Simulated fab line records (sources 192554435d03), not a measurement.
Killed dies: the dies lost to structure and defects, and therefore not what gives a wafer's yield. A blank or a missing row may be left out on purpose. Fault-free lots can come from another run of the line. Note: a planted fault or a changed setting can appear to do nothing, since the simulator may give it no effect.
What tool caused it? :: flow n5Finfet :: Sampling: 9 lots, 27 wafers, 4 of 1938 route steps

WHAT THE GAUGES READ, wafer by wafer
N5_BEOL_M4_RC_MEAS_101. Usual: DIBL_N 36.3 mV/V, standard deviation 1.2; DIBL_P 36.3 mV/V, standard deviation 1.4; IOFF_N 0.157 nA/um, standard deviation 0.02; IOFF_P 0.22 nA/um, standard deviation 0.033; ION_N 675 uA/um, standard deviation 9.6; ION_P 465 uA/um, standard deviation 8.2; SS_N 71.4 mV/dec, standard deviation 0.45; SS_P 73.3 mV/dec, standard deviation 0.54; VT_N 249.8 mV, standard deviation 2.5; VT_P -249 mV, standard deviation 3.2.
lot: L175
measured: day 9 23:38
on: prober-01
DIBL_N (mV/V): 36.5 37.5 36.6
DIBL_P (mV/V): 35.2 37.4 34.6
IOFF_N (nA/um): 0.145 0.176 0.138
IOFF_P (nA/um): 0.20 0.24 0.19
ION_N (uA/um): 677 690 674
ION_P (uA/um): 465 477 460
SS_N (mV/dec): 71.7 71.7 71.2
SS_P (mV/dec): 73.1 73.4 73.4
VT_N (mV): 253.5 246.0 252.7
VT_P (mV): -251 -247 -251
flag: 

lot: L185
measured: day 11 12:14
on: prober-01
DIBL_N (mV/V): 34.5 34.2 33.8
DIBL_P (mV/V): 34.8 34.3 34.0
IOFF_N (nA/um): 0.155 0.146 0.141
IOFF_P (nA/um): 0.19 0.18 0.17
ION_N (uA/um): 679 681 670
ION_P (uA/um): 468 459 459
SS_N (mV/dec): 71.6 70.7 71.5
SS_P (mV/dec): 73.8 72.8 72.9
VT_N (mV): 249.4 247.7 248.8
VT_P (mV): -252 -255 -256
flag: 

lot: L184
measured: day 12 05:26
on: prober-01
DIBL_N (mV/V): 37.2 35.8 36.2
DIBL_P (mV/V): 37.3 36.4 36.6
IOFF_N (nA/um): 0.182 0.173 0.173
IOFF_P (nA/um): 0.25 0.24 0.23
ION_N (uA/um): 680 680 677
ION_P (uA/um): 475 472 465
SS_N (mV/dec): 71.3 71.3 71.1
SS_P (mV/dec): 73.5 73.9 72.8
VT_N (mV): 248.5 249.2 247.7
VT_P (mV): -246 -245 -246
flag: 

lot: L188
measured: day 12 10:00
on: prober-02
DIBL_N (mV/V): 36.0 36.0 36.0
DIBL_P (mV/V): 35.9 36.1 36.1
IOFF_N (nA/um): 0.160 0.152 0.159
IOFF_P (nA/um): 0.20 0.20 0.20
ION_N (uA/um): 683 672 685
ION_P (uA/um): 463 461 463
SS_N (mV/dec): 71.2 71.7 71.2
SS_P (mV/dec): 73.4 72.8 72.5
VT_N (mV): 249.9 249.2 248.5
VT_P (mV): -250 -252 -251
flag: 

lot: L186
measured: day 12 12:53
on: prober-02
DIBL_N (mV/V): 37.1 36.4 34.7
DIBL_P (mV/V): 37.0 36.4 34.0
IOFF_N (nA/um): 0.156 0.154 0.120
IOFF_P (nA/um): 0.22 0.21 0.18
ION_N (uA/um): 666 671 660
ION_P (uA/um): 459 457 453
SS_N (mV/dec): 71.4 72.1 70.6
SS_P (mV/dec): 74.0 73.0 73.4
VT_N (mV): 250.1 252.0 254.0
VT_P (mV): -249 -251 -253
flag: 

lot: L187
measured: day 12 20:43
on: prober-02
DIBL_N (mV/V): 36.3 37.1 37.9
DIBL_P (mV/V): 36.0 36.6 38.3
IOFF_N (nA/um): 0.133 0.149 0.163
IOFF_P (nA/um): 0.20 0.21 0.24
ION_N (uA/um): 666 677 686
ION_P (uA/um): 461 464 477
SS_N (mV/dec): 71.5 71.6 71.9
SS_P (mV/dec): 72.2 72.6 74.0
VT_N (mV): 254.8 251.3 249.4
VT_P (mV): -251 -247 -248
flag: 

lot: L189
measured: day 13 11:38
on: prober-02
DIBL_N (mV/V): 35.0 35.3 34.5
DIBL_P (mV/V): 35.0 35.0 33.3
IOFF_N (nA/um): 0.143 0.149 0.137
IOFF_P (nA/um): 0.25 0.23 0.21
ION_N (uA/um): 674 677 687
ION_P (uA/um): 464 472 473
SS_N (mV/dec): 72.2 71.7 71.4
SS_P (mV/dec): 73.6 73.6 73.2
VT_N (mV): 251.8 252.1 250.9
VT_P (mV): -248 -247 -248
flag: 

lot: L190
measured: day 13 11:45
on: prober-01
DIBL_N (mV/V): 35.0 35.9 35.8
DIBL_P (mV/V): 33.2 34.8 34.6
IOFF_N (nA/um): 0.123 0.141 0.130
IOFF_P (nA/um): 0.15 0.17 0.17
ION_N (uA/um): 654 665 650
ION_P (uA/um): 443 450 442
SS_N (mV/dec): 70.7 71.5 71.2
SS_P (mV/dec): 73.8 73.9 73.9
VT_N (mV): 256.3 254.5 257.1
VT_P (mV): -256 -258 -256
flag: 

lot: L194
measured: day 13 19:12
on: prober-01
DIBL_N (mV/V): 35.7 37.4 36.5
DIBL_P (mV/V): 36.1 37.9 36.6
IOFF_N (nA/um): 0.147 0.182 0.170
IOFF_P (nA/um): 0.25 0.28 0.26
ION_N (uA/um): 673 675 667
ION_P (uA/um): 469 473 464
SS_N (mV/dec): 71.2 71.5 71.8
SS_P (mV/dec): 73.3 74.0 73.9
VT_N (mV): 249.2 246.1 247.4
VT_P (mV): -246 -245 -246
flag: 

N5_BEOL_M15_INSPECT_55: inspects for defects (darkfield). Usual: rawDefectCount 71, standard deviation 22.
lot: L175
measured: day 13 09:42
on: defectInspect-01
rawDefectCount: 70 61 66
flag: 

lot: L185
measured: day 15 08:55
on: defectInspect-01
rawDefectCount: 59 51 59
flag: 

lot: L184
measured: day 15 21:24
on: defectInspect-01
rawDefectCount: 62 71 40
flag: 

lot: L188
measured: day 16 07:14
on: defectInspect-02
rawDefectCount: 59 68 59
flag: 

lot: L186
measured: day 16 00:19
on: defectInspect-02
rawDefectCount: 57 48 57
flag: 

lot: L187
measured: day 16 10:53
on: defectInspect-02
rawDefectCount: 87 75 75
flag: 

lot: L189
measured: day 17 07:54
on: defectInspect-01
rawDefectCount: 45 34 73
flag: 

lot: L190
measured: day 17 03:28
on: defectInspect-02
rawDefectCount: 106 85 85
flag: 

lot: L194
measured: day 17 08:26
on: defectInspect-01
rawDefectCount: 105 72 82
flag: 

N5_MIM_TOP_LITHO_CD_MEAS_08 targets a cd of 2000 nm. Usual: cdNm 1999.9 nm, standard deviation 1.4.
lot: L175
measured: day 13 12:47
on: cdSem-02
cdNm (nm): 2000.3 2000.7 2000.0
flag: 

lot: L185
measured: day 15 11:50
on: cdSem-02
cdNm (nm): 1998.1 1997.1 1999.3
flag: 

lot: L184
measured: day 15 23:58
on: cdSem-01
cdNm (nm): 2000.2 1998.2 2001.0
flag: 

lot: L188
measured: day 16 12:13
on: cdSem-03
cdNm (nm): 1999.2 2001.3 2001.3
flag: 

lot: L186
measured: day 16 04:50
on: cdSem-02
cdNm (nm): 2000.2 2000.4 2000.2
flag: 

lot: L187
measured: day 16 14:59
on: cdSem-02
cdNm (nm): 2001.2 1999.5 2000.6
flag: 

lot: L189
measured: day 17 10:54
on: cdSem-03
cdNm (nm): 2001.5 2001.7 2000.8
flag: 

lot: L190
measured: day 17 09:33
on: cdSem-02
cdNm (nm): 1999.0 2000.6 2000.2
flag: 

lot: L194
measured: day 17 12:29
on: cdSem-03
cdNm (nm): 1998.8 1998.7 1999.6
flag: 

TOOL THAT RAN EACH LOT (tool first, then ch and the chambers of the sampled wafers, then the start)
lot: L175
N5_BEOL_M15_STRIP_36: rieDiel-05 ch 0,1,2, day 13 07:47

lot: L185
N5_BEOL_M15_STRIP_36: rieDiel-05 ch 1,2,3, day 15 05:14

lot: L184
N5_BEOL_M15_STRIP_36: rieDiel-02 ch 0,2,3, day 15 19:20

lot: L188
N5_BEOL_M15_STRIP_36: rieDiel-04 ch 2,3, day 16 05:03

lot: L186
N5_BEOL_M15_STRIP_36: rieDiel-05 ch 0,2,3, day 15 22:23

lot: L187
N5_BEOL_M15_STRIP_36: rieDiel-04 ch 0,1,2, day 16 08:57

lot: L189
N5_BEOL_M15_STRIP_36: rieDiel-04 ch 2,3, day 17 05:38

lot: L190
N5_BEOL_M15_STRIP_36: rieDiel-02 ch 0,1, day 17 01:20

lot: L194
N5_BEOL_M15_STRIP_36: rieDiel-02 ch 1,2,3, day 17 06:20
- N5_BEOL_M15_STRIP_36: strips in O2.

WHAT THE TOOLS THEMSELVES READ (means of the sampled wafers that have a number; where no wafer has one, the mark that the record gives instead)
N5_BEOL_M15_STRIP_36. Usual: chamberPressureMTorr 30.00 mTorr, standard deviation 0.056; drypumpMotorCurrentA 5.7 A, standard deviation 0.51; oesProductAu 0.78 a.u., standard deviation 0.11; rfVppV 3.6 V, standard deviation 0.91; showerheadPlenumPTorr 2.10 Torr, standard deviation 0.07; throttleValvePct 16.75 %, standard deviation 0.25.
lot: L175
tool: rieDiel-05
chamberPressureMTorr (mTorr): 29.97
drypumpMotorCurrentA (A): 5.9
oesProductAu (a.u.): 0.75
rfVppV (V): 3.6
showerheadPlenumPTorr (Torr): 2.06
throttleValvePct (%): 16.70
flag: 

lot: L185
tool: rieDiel-05
chamberPressureMTorr (mTorr): 30.01
drypumpMotorCurrentA (A): 5.9
oesProductAu (a.u.): 0.74
rfVppV (V): 3.2
showerheadPlenumPTorr (Torr): 2.05
throttleValvePct (%): 16.84
flag: 

lot: L184
tool: rieDiel-02
chamberPressureMTorr (mTorr): 30.04
drypumpMotorCurrentA (A): 5.4
oesProductAu (a.u.): 0.78
rfVppV (V): 4.1
showerheadPlenumPTorr (Torr): 2.07
throttleValvePct (%): 16.79
flag: 

lot: L188
tool: rieDiel-04
chamberPressureMTorr (mTorr): 30.00
drypumpMotorCurrentA (A): 5.6
oesProductAu (a.u.): 0.83
rfVppV (V): 3.5
showerheadPlenumPTorr (Torr): 2.20
throttleValvePct (%): 16.77
flag: 

lot: L186
tool: rieDiel-05
chamberPressureMTorr (mTorr): 29.94
drypumpMotorCurrentA (A): 5.5
oesProductAu (a.u.): 0.83
rfVppV (V): 3.0
showerheadPlenumPTorr (Torr): 2.05
throttleValvePct (%): 16.68
flag: 

lot: L187
tool: rieDiel-04
chamberPressureMTorr (mTorr): 30.05
drypumpMotorCurrentA (A): 6.1
oesProductAu (a.u.): 0.70
rfVppV (V): 3.3
showerheadPlenumPTorr (Torr): 2.07
throttleValvePct (%): 16.91
flag: 

lot: L189
tool: rieDiel-04
chamberPressureMTorr (mTorr): 29.98
drypumpMotorCurrentA (A): 5.6
oesProductAu (a.u.): 0.83
rfVppV (V): 2.9
showerheadPlenumPTorr (Torr): 2.20
throttleValvePct (%): 16.76
flag: 

lot: L190
tool: rieDiel-02
chamberPressureMTorr (mTorr): 30.05
drypumpMotorCurrentA (A): 6.0
oesProductAu (a.u.): 0.88
rfVppV (V): 4.1
showerheadPlenumPTorr (Torr): 2.10
throttleValvePct (%): 16.58
flag: 

lot: L194
tool: rieDiel-02
chamberPressureMTorr (mTorr): 30.02
drypumpMotorCurrentA (A): 5.4
oesProductAu (a.u.): 0.73
rfVppV (V): 2.8
showerheadPlenumPTorr (Torr): 2.12
throttleValvePct (%): 16.65
flag: 

THE ANSWER, worked out from the rows above alone
Rule: take the mean of a lot's wafers that have a number; if it is more than 3 standard deviations from the usual mean, the lot is off. A lot without any number at a reading at which 4 lots or more have one is off too. All remaining lots with rows at the step are treated as sound. Order of review: gauges by route order, followed by the tools' own readings, for which a lot's mean as printed above is used. The first step at which some lot is off is used, and at that step the reading that is off furthest; a lot without a number counts as furthest.
None of the lots is off at any reading shown; this tells nothing.

WHAT THE SIMULATOR HAD PUT IN
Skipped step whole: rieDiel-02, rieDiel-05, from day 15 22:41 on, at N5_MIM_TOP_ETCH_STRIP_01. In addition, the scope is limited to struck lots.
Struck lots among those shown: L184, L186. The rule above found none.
